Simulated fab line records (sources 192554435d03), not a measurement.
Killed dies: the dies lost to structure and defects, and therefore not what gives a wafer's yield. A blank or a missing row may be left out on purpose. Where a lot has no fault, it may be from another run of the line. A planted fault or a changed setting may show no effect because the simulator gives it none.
Comparing a struck lot with a sound one ; flow n5-finfet ; 17 steps out of a route of 1938
Sound: wafers L406.2, L406.4, L406.6. Wafers L399.1, L399.4, L399.6 were the ones struck. The cause comes at the end.
For every step that has rows: the tool of each side, followed by ch and its chambers, followed by its first start. Under that, the readings that differ: sound wafers ; struck wafers ; difference of the means ; sigmas: that difference in standard deviations of wafers without a fault.
alike: a reading whose means differ by less than 2 such deviations, as well as words and numbers matching on both sides. not compared: withheld readings; readings where some wafer has no value; bounds like >300 that might hide an equal value; numbers whose values overlap and for which the record gives no deviation.
A row with sigmas, a row that says differs or no value, or rows on one side alone: a step with any of these is where the two part. Non-overlapping numbers with no deviation appear without sigmas and do not part them. Lack of a reading on every wafer of one side parts them only where that side has two or more wafers.

first, 9 steps without rows for these wafers: N5_FIN_CUT_PEB_06 (peb time 60 s); N5_FIN_CUT_DEVELOP_07 (develop time 30 s); N5_FIN_CUT_DESCUM_13 (chemistry O2, time 7 s); N5_FIN_CUT_ETCH_30 (etches underlayer in N2/H2, target depth 13 nm, time 10.4 s); N5_FIN_CUT_ETCH_20 (etches SiARC in CF4, target depth 26 nm, time 43.3 s); N5_FIN_CUT_ETCH_21 (etches SOC in N2/H2, target depth 219 nm, overetch 43.8 nm, time 523.5 s); N5_FIN_CUT_STRIP_23 (strips in N2/H2); N5_FIN_CUT_STRIP_31 (strips in N2/H2); N5_FIN_CUT_STRIP_24 (strips in CF4).
N5_FIN_CUT_CUT_ETCH_26: etches SiNx in CH3F/O2, target depth 39 nm, time 55.7 s.
  sound on rie-diel-05 ch 0,1,2, day 4 23:52; struck on rie-diel-03 ch 0,1,2, day 3 04:23
  no value came back on the struck wafers for any of 7 readings (CH3F_flow_sccm (sccm), O2_flow_sccm (sccm) and others); on the sound wafers CH3F_flow_sccm (sccm) reads 30.00 29.95 29.97
reading;sound;struck;difference;sigmas
model.SOC_of_FIN_CUT_COAT_18.thk-nm (nm);213.4 212.2 213.4;230.8 230.6 230.4;+17.6;
  not compared: rf-hours-counter-h
then, 3 steps without rows for these wafers: N5_FIN_CUT_CUT_ETCH_27 (etches SiO2 in CHF3/O2, target depth 4 nm, overetch 2 nm, time 4.9 s); N5_FIN_CUT_PRECLEAN_35 (cleans in vHF, time 13.3 s); N5_FIN_CUT_CUT_ETCH_15 (etches Si in HBr/Cl2/O2, target depth 100 nm, bt time 10 s, time 42.4 s).
N5_FIN_CUT_CUT_ETCH_28: etches Si in HBr/Cl2/O2, target depth 6 nm, time 2.4 s.
  sound on rie-si-06 ch 1,3, day 5 00:23; struck on rie-si-04 ch 1,3, day 3 04:38
reading;sound;struck;difference;sigmas
model.SOC_of_FIN_CUT_COAT_18.thk-nm (nm);169.8 169 170;188.8 188 187;+18.3;
  alike: HBr_flow_sccm, O2_flow_sccm, drypump-motor-current-A, oes-product-au, throttle-valve-pct
  not compared: rf-hours-counter-h
then, 1 step without rows for these wafers: N5_FIN_CUT_STRIP_22 (strips in N2/H2).
N5_BEOL_M4_RC_MEAS_101:
  the record has rows for the sound wafers here (prober-02 ch 0, day 11 02:43) and none for the struck ones
-- a jump in the record: the struck wafers' starts before and after are 11 days apart (it breaks off in module BEOL_M4 and resumes in module PASSIVATION, where the first step shown is number 1936 of the route) --
N5_PASSIVATION_PROBE_49:
  sound on prober-01, day 15 11:58; struck on prober-02, day 13 21:56
reading;sound;struck;difference;sigmas
killed_at_M0_to_M3;42 46 52;23 24 19;-25;-2
killed-at-front-end;33 18 35;1127 1116 1123;+1093;+91
killed-dies;105 102 131;1180 1180 1180;+1067;+63
killed-on-rim;9 16 19;152 152 152;+137;+35
  alike: killed_at_M4_up, killed-at-contacts, killed-at-other, killed-open, killed-short

== WHERE THEY PART ==
At N5_FIN_CUT_CUT_ETCH_26 first; at N5_PASSIVATION_PROBE_49 last (within this record only).

WHY: whatever the simulator had introduced
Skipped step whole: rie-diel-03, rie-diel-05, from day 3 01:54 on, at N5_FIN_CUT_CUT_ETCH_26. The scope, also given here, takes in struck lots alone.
